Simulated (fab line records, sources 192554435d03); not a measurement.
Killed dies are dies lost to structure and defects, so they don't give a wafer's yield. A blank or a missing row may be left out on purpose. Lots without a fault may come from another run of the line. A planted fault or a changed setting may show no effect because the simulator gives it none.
Tool commonality check | flow n5_finfet | 11 lots, 30 wafers sampled

WHY IT WAS OPENED
At N5_DUMMY_GATE_INSPECT_27 the reading raw_defect_count is flagged on 2 of 11 lots. Wafers without a fault read 292, standard deviation 72.
Rule: a lot is flagged when every wafer of it that has a number lies more than 4 standard deviations from that mean, or none has a number. The other lots count as sound.

lot  | measured    | on                | raw_defect_count, wafer by wafer | flag
L108 | day 3 07:13 | defect_inspect-01 | 247 132                          |
L110 | day 3 19:18 | defect_inspect-01 | 313 208                          |
L112 | day 4 07:19 | defect_inspect-02 | 283 272                          |
L113 | day 4 14:38 | defect_inspect-02 | 246 198 185                      |
L116 | day 5 10:26 | defect_inspect-01 | 290 315 337                      |
L117 | day 5 17:59 | defect_inspect-02 | 365 424 405                      |
L118 | day 5 19:43 | defect_inspect-02 | 294 176 295                      |
L119 | day 6 03:15 | defect_inspect-01 | 770 872 744                      | FLAGGED
L121 | day 6 11:35 | defect_inspect-01 | 363 322 245                      |
L120 | day 6 12:13 | defect_inspect-01 | 904 961 836                      | FLAGGED
L129 | day 8 11:44 | defect_inspect-02 | 225 263 354                      |
The numbers of the flagged lots are 848 on average: +556 against the usual, or +8 standard deviations.

WHICH TOOL RAN EACH LOT
The record holds 1 process step before the reading, out of a route of 1938 steps. In each cell: the tool, then ch and the chambers that the sampled wafers went through, then the start.
lot  | flag    | N5_DUMMY_GATE_STRIP_40
L108 |         | rie_diel-03 ch 2,3, day 3 06:23
L110 |         | rie_diel-02 ch 2,3, day 3 18:28
L112 |         | rie_diel-02 ch 1,3, day 4 06:28
L113 |         | rie_diel-01 ch 0,1,2, day 4 13:22
L116 |         | rie_diel-02 ch 0,2,3, day 5 09:31
L117 |         | rie_diel-03 ch 0,1,3, day 5 17:07
L118 |         | rie_diel-03 ch 0,1,2, day 5 18:35
L119 | FLAGGED | rie_diel-03 ch 0,2, day 6 02:25
L121 |         | rie_diel-01 ch 0,3, day 6 10:37
L120 | FLAGGED | rie_diel-03 ch 1,2,3, day 6 11:23
L129 |         | rie_diel-01 ch 0,1, day 8 10:55
What these steps do:
- N5_DUMMY_GATE_STRIP_40: strips in CF4.
- N5_DUMMY_GATE_INSPECT_27: inspects for defects (brightfield).

FLAGGED OVER TOTAL, TOOL BY TOOL (the gauges that took the reading come last)
step                     | tool              | lots run | flagged | share of the flagged lots | sound lots run after its first flagged lot
N5_DUMMY_GATE_STRIP_40   | rie_diel-01       | 3        | 0       | none                      | -
N5_DUMMY_GATE_STRIP_40   | rie_diel-02       | 3        | 0       | none                      | -
N5_DUMMY_GATE_STRIP_40   | rie_diel-03       | 5        | 2       | all                       | 0
N5_DUMMY_GATE_INSPECT_27 | defect_inspect-01 | 6        | 2       | all                       | 1 (L121)
N5_DUMMY_GATE_INSPECT_27 | defect_inspect-02 | 5        | 0       | none                      | -

WHAT THE TABLE ALLOWS
2 rows of the table ran every flagged lot: rie_diel-03 at N5_DUMMY_GATE_STRIP_40, defect_inspect-01 at N5_DUMMY_GATE_INSPECT_27.
- rie_diel-03 at N5_DUMMY_GATE_STRIP_40: 2 of its 5 lots flagged. Its last sound lot is L118 (day 5 18:35), its first flagged lot L119 (day 6 02:25): a fault that began between those two fits.
- defect_inspect-01 at N5_DUMMY_GATE_INSPECT_27: 2 of its 6 lots flagged. Sound lots ran on it after the first flagged one (L121), which a lasting fault on the whole tool wouldn't allow.
One tool is left: rie_diel-03 at N5_DUMMY_GATE_STRIP_40.

WHAT THE SIMULATOR HAD PUT IN
Chamber particle source: rie_diel-03, from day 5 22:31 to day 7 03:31, at N5_DUMMY_GATE_STRIP_40. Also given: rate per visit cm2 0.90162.
Lots struck among those shown: L119, L120. The rule above found the same.
